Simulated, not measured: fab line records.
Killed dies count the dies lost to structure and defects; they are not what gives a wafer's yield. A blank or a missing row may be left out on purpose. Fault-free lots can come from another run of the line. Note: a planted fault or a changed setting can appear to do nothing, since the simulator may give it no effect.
Chamber matching -- flow n5-finfet -- 4 sister chambers for N5_MOL_CONTACT_COAG_ALD_133 on ald-sin-04
The step deposits SiO2, target thk 5 nm, pulse time 1 s, co reactant pulse time 1 s. 8 wafers are shown with their chamber, then 7 later ones without.

## WAFERS PAIRED WITH THEIR CHAMBERS
wafer,chamber,heater-power-w (W),precursor-pulse-height-rel
L196.1,0,71,0.965
L204.4,3,87,1.033
L206.2,1,79,0.982
L206.6,0,70,1.022
L208.1,3,85,1.000
L208.5,2,81,1.015
L209.1,1,78,1.000
L209.5,2,78,1.000

## WAFERS WHOSE CHAMBER IS MISSING
wafer,heater-power-w (W),precursor-pulse-height-rel
L209.6,80,0.973
L212.2,80,0.988
L212.3,71,0.996
L212.5,78,1.004
L211.1,87,1.029
L211.4,80,1.015
L211.5,85,1.017

## CHAMBER TAKEN BY EACH
wafer,from the rows above,in truth
L209.6,can't be placed: 1 or 2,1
L212.2,can't be placed: 2 or 1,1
L212.3,0,0
L212.5,can't be placed: 1 or 2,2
L211.1,3,3
L211.4,can't be placed: 2 or 1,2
L211.5,3,3
Correctly placed: 3 of 7. These rows do not allow placing 4 (true chamber among the candidates in 4). Wrongly placed: 0.
How it was worked out, from the rows above alone: a wafer's distance from a chamber is the root of the sum, over the readings, of the square of ((its reading less the chamber's mean) divided by the reading's scatter). The wafer belongs to the nearest chamber; if the next one is less than 2 further off, it can't be placed. For every chamber, the mean is computed from those of its wafers that are shown. The scatter: the root of (the sum of the squares of (reading less its chamber's mean) over the shown wafers, divided by (wafers less chambers)).
